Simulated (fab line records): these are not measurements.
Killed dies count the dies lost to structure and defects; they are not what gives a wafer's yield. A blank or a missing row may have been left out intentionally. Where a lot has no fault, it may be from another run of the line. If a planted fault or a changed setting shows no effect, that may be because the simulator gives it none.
A lot that was struck, set against a sound lot	flow n5Finfet	39 out of 1938 route steps
Sound: the wafers L990.1, L990.2, L990.6. Struck: wafer L977.2 (L977.3, L977.6, from the same lot, were not struck and are left out); the cause is given at the end.
For every step that has rows: the tool of each side, followed by ch and its chambers, followed by its first start. Under that, the readings that differ: sound wafers	struck wafers	difference of the means	sigmas: that difference in standard deviations of wafers without a fault.
alike: readings whose means differ by less than 2 such deviations, and words and numbers that are the same on both sides. not compared: withheld readings, readings that some wafer has no value for, bounds like >300 that may hide the same value, and numbers for which the record gives no deviation and whose values overlap.
A row with sigmas, a row that says differs or no value, or rows on one side alone: a step with any of these is where the two part. When numbers do not overlap yet have no deviation, they are printed without sigmas and do not part them. A reading missing from all wafers of one side parts the sides only when that side holds two or more wafers.

first, 11 steps without rows for these wafers: N5_BEOL_M4_ANNEAL_91 (time 240 s); N5_BEOL_M4_SPUTTER_92 (material Cu, target thk 4.5 nm, time 8.29 s); N5_BEOL_M4_ANNEAL_93 (time 240 s); N5_BEOL_M4_SPUTTER_94 (material Cu, target thk 4.5 nm, time 8.29 s); N5_BEOL_M4_ANNEAL_95 (time 240 s); N5_BEOL_M4_SPUTTER_96 (material Cu, target thk 4.5 nm, time 8.29 s); N5_BEOL_M4_ECD_50 (material Cu, target thk 300 nm); N5_BEOL_M4_ANNEAL_51 (time 90 s); N5_BEOL_M4_CMP_52 (polishes, stops on SiOC, t overpolish 6.8 s, target thk 40 nm); N5_BEOL_M4_PRE_CLEAN_60 (time 15 s); N5_BEOL_M4_CO_CAP_55 (material Co, precursor CCTBA/H2, target thk 2 nm, time 102.1 s).
N5_BEOL_M4_PRE_CLEAN_56: time 15 s.
  sound on pecvd-01 ch 0,1, day 13 09:47; struck on pecvd-01 ch 1,2, day 9 19:56
then, 1 step without rows for these wafers: N5_BEOL_M4_DEP_57 (deposits SiCN from 3MS/NH3, target thk 8 nm, time 14 s).
N5_BEOL_M4_INSPECT_59: inspects for defects (darkfield).
  sound: defectInspect-01 at day 13 09:53; struck: defectInspect-01 at day 9 20:04
reading	sound	struck	difference	sigmas
rawDefectCount	65 77 70	1414	+1343	+67
N5_BEOL_M4_RC_MEAS_101:
  sound on prober-01 ch 0, day 13 09:55; struck on prober-02 ch 0, day 9 20:14
  alike: DIBL_N, DIBL_P, IOFF_N, IOFF_P, ION_N, ION_P, SS_N, SS_P, VT_N, VT_P
then, 13 steps without rows for these wafers: N5_BEOL_M5_ILD_DEP_00 (deposits SiCOH lowk from DEMS/porogen, target thk 140.64 nm, time 25.9 s); N5_BEOL_M5_CURE_79 (cures SiCOH lowk, time 240 s); N5_BEOL_M5_PECVD_70 (deposits SiO2 from TEOS/O2, target thk 16 nm, time 18 s); N5_BEOL_M5_HM_DEP_02 (deposits TiN, target thk 20 nm); N5_BEOL_M5_COAT_59 (time 60 s, resist thk 60 nm); N5_BEOL_M5_COAT_60 (time 60 s, resist thk 12 nm); N5_BEOL_M5_COAT_71 (time 60 s, resist thk 5 nm); N5_BEOL_M5_COAT_05 (resist thk 30 nm); N5_BEOL_M5_EBR_07; N5_BEOL_M5_SOFTBAKE_06 (time 60 s); N5_BEOL_M5_EXPOSE_08 (exposes mask M5, target cd 28 nm); N5_BEOL_M5_PEB_09 (peb time 60 s); N5_BEOL_M5_DEVELOP_10 (develop time 30 s).
N5_BEOL_M5_INSPECT_13: inspects for defects (brightfield).
  sound: defectInspect-02 at day 13 13:46; struck: defectInspect-01 at day 9 22:59
reading	sound	struck	difference	sigmas
rawDefectCount	612 512 433	1873	+1354	+12
then, 8 steps without rows for these wafers: N5_BEOL_M5_DESCUM_16 (chemistry O2, time 7 s); N5_BEOL_M5_ETCH_72 (etches underlayer in N2/H2, target depth 6.5 nm, time 5.2 s); N5_BEOL_M5_ETCH_61 (etches SiARC in CF4, target depth 15.6 nm, time 26 s); N5_BEOL_M5_ETCH_62 (etches SOC in N2/H2, target depth 75 nm, overetch 15 nm, time 112.5 s); N5_BEOL_M5_STRIP_63 (strips in N2/H2); N5_BEOL_M5_STRIP_73 (strips in N2/H2); N5_BEOL_M5_STRIP_64 (strips in CF4); N5_BEOL_M5_HM_OPEN_17 (chemistry Cl2/BCl3, target TiN, target depth 20 nm, overetch 6 nm).
N5_BEOL_M5_INSPECT_30: inspects for defects (brightfield).
  sound: defectInspect-02 at day 13 15:44; struck: defectInspect-01 at day 9 23:52
reading	sound	struck	difference	sigmas
rawDefectCount	575 488 436	1909	+1409	+12
-- here the record skips 4 days between the struck wafers' starts before and after, leaving off in module BEOL_M5 and picking up in module PASSIVATION (first step shown: number 1936 of the route) --
N5_PASSIVATION_PROBE_49:
  sound: prober-01 at day 17 22:55; struck: prober-01 at day 14 02:24
reading	sound	struck	difference	sigmas
defectLimitedYield (%)	89.6 90.8 90.0	77.5	-12.6	-9
killed_at_M4_up	19 14 13	173	+158	+30
killedDies	123 109 118	265	+148	+9
sort_bin_5_function (%)	6.9 5.9 6.4	13.2	+6.8	+7
sort_bin_6_memory (%)	3.3 3.2 3.4	4.7	+1.4	+2
sortNPass	1057 1071 1062	915	-148	-9
sortYieldPct (%)	89.6 90.8 90.0	77.5	-12.6	-9
  alike: killed_at_M0_to_M3, killedAtContacts, killedAtFrontEnd, killedAtOther, killedOnRim, killedOpen, killedShort

## WHERE THEY PART
Last at N5_PASSIVATION_PROBE_49 as far as this record goes, first at N5_BEOL_M4_INSPECT_59.

WHY: what had been put in by the simulator
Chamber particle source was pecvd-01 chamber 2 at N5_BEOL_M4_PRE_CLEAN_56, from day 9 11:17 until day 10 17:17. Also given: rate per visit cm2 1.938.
